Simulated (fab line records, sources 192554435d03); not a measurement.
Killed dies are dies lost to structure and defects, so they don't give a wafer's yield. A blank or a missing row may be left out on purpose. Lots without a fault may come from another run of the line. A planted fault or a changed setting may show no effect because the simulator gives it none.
Chamber matching | flow n5_finfet | N5_BEOL_M2_VIA_ETCH_34 on rie_diel-04: 4 sister chambers
The step etches the open film in C4F6/O2, target depth 69.4 nm, time 65.9 s. 20 wafers are shown with their chamber, then 10 later ones without.

WAFERS WITH THEIR CHAMBER
wafer  | chamber | drypump_motor_current_A (A) | throttle_valve_pct (%) | showerhead_plenum_p_Torr (Torr)
L076.2 | 2       | 6.4                         | 30.55                  | 2.72
L076.5 | 1       | 5.4                         | 30.61                  | 2.87
L076.6 | 0       | 6.1                         | 30.91                  | 2.77
L079.3 | 2       | 6.4                         | 30.56                  | 2.72
L079.5 | 3       | 5.7                         | 31.11                  | 2.84
L079.6 | 2       | 6.4                         | 30.57                  | 2.72
L085.2 | 2       | 6.4                         | 30.55                  | 2.71
L085.3 | 1       | 5.4                         | 30.62                  | 2.86
L085.6 | 2       | 6.4                         | 30.57                  | 2.71
L086.1 | 3       | 5.6                         | 31.11                  | 2.83
L086.2 | 1       | 5.4                         | 30.63                  | 2.86
L086.4 | 0       | 6.1                         | 30.94                  | 2.76
L089.1 | 2       | 6.4                         | 30.58                  | 2.71
L089.4 | 0       | 6.2                         | 30.94                  | 2.76
L089.6 | 2       | 6.4                         | 30.59                  | 2.71
L092.2 | 2       | 6.4                         | 30.59                  | 2.71
L092.4 | 1       | 5.4                         | 30.64                  | 2.86
L092.6 | 3       | 5.7                         | 31.13                  | 2.83
L093.1 | 0       | 6.1                         | 30.95                  | 2.75
L093.5 | 3       | 5.7                         | 31.14                  | 2.82

SIGNATURES (means of the wafers above)
reading                  | chamber 0 | chamber 1 | chamber 2 | chamber 3 | scatter within a chamber
drypump_motor_current_A  | 6.125     | 5.400     | 6.400     | 5.675     | 0.0306
throttle_valve_pct       | 30.9350   | 30.6250   | 30.5700   | 31.1225   | 0.0156
showerhead_plenum_p_Torr | 2.7600    | 2.8625    | 2.7138    | 2.8300    | 0.00643
Rule: a wafer's distance from a chamber is the root of the sum, over the readings, of the square of ((its reading less the chamber's mean) divided by the reading's scatter). The wafer belongs to the nearest chamber; if the next one is less than 2 further off, it can't be placed. The scatter: the root of (the sum of the squares of (reading less its chamber's mean) over the shown wafers, divided by (wafers less chambers)).

WAFERS WITHOUT THEIR CHAMBER
wafer  | drypump_motor_current_A (A) | throttle_valve_pct (%) | showerhead_plenum_p_Torr (Torr)
L093.6 | 6.4                         | 30.60                  | 2.70
L094.2 | 6.1                         | 30.95                  | 2.75
L094.3 | 5.7                         | 31.14                  | 2.82
L094.5 | 5.7                         | 31.13                  | 2.82
L095.1 | 6.1                         | 30.94                  | 2.75
L095.2 | 6.4                         | 30.60                  | 2.70
L095.4 | 5.4                         | 30.65                  | 2.85
L097.2 | 5.4                         | 30.65                  | 2.85
L097.3 | 5.7                         | 31.16                  | 2.82
L097.6 | 6.4                         | 30.60                  | 2.70

WHICH CHAMBER EACH WENT THROUGH
wafer  | from the rows above | in truth
L093.6 | 2                   | 2
L094.2 | 0                   | 0
L094.3 | 3                   | 3
L094.5 | 3                   | 3
L095.1 | 0                   | 0
L095.2 | 2                   | 2
L095.4 | 1                   | 1
L097.2 | 1                   | 1
L097.3 | 3                   | 3
L097.6 | 2                   | 2
Placed correctly: 10 of 10. Can't be placed from these rows: 0. Placed wrongly: 0.
